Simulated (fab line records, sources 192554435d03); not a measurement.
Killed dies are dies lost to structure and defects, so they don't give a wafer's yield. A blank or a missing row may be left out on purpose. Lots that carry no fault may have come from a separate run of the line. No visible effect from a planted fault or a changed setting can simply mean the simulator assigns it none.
Chamber matching | flow n5Finfet | N5_BEOL_M5_PECVD_70 on pecvd-03: 3 sister chambers
The step deposits SiO2 from TEOS/O2, target thk 16 nm, time 18 s. 3 wafers are shown with their chamber, then 8 later ones without.

## WAFERS PAIRED WITH THEIR CHAMBERS
wafer  | chamber | throttleValvePct (%)
L083.4 | 2       | 22.4
L083.6 | 0       | 23.0
L088.2 | 1       | 21.8

## WAFERS WITHOUT THEIR CHAMBER
wafer  | throttleValvePct (%)
L088.4 | 22.8
L088.5 | 22.5
L093.1 | 23.5
L093.4 | 21.9
L093.6 | 23.3
L092.1 | 21.6
L092.3 | 22.7
L092.4 | 23.1

## WHICH CHAMBER EACH ONE RAN IN
wafer  | from the rows above     | in truth
L088.4 | can't be placed: 0 or 2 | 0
L088.5 | can't be placed: 2 or 0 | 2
L093.1 | 0                       | 0
L093.4 | can't be placed: 1 or 2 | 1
L093.6 | 0                       | 0
L092.1 | 1                       | 1
L092.3 | can't be placed: 0 or 2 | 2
L092.4 | 0                       | 0
4 of 8 placed correctly. Can't be placed from these rows: 4 (the true chamber is among the candidates in 4). Wrongly placed: 0.
How it was worked out, from the rows above alone: a wafer's distance from a chamber is the root of the sum, over the readings, of the square of ((its reading less the chamber's mean) divided by the reading's scatter). If the next closest chamber is less than 2 further off than the closest, the wafer can't be placed; otherwise it belongs to the closest. A chamber's mean is the mean of its shown wafers. The scatter: root of mean squared gap, hidden wafer to nearest shown wafer, with one shown wafer a chamber.
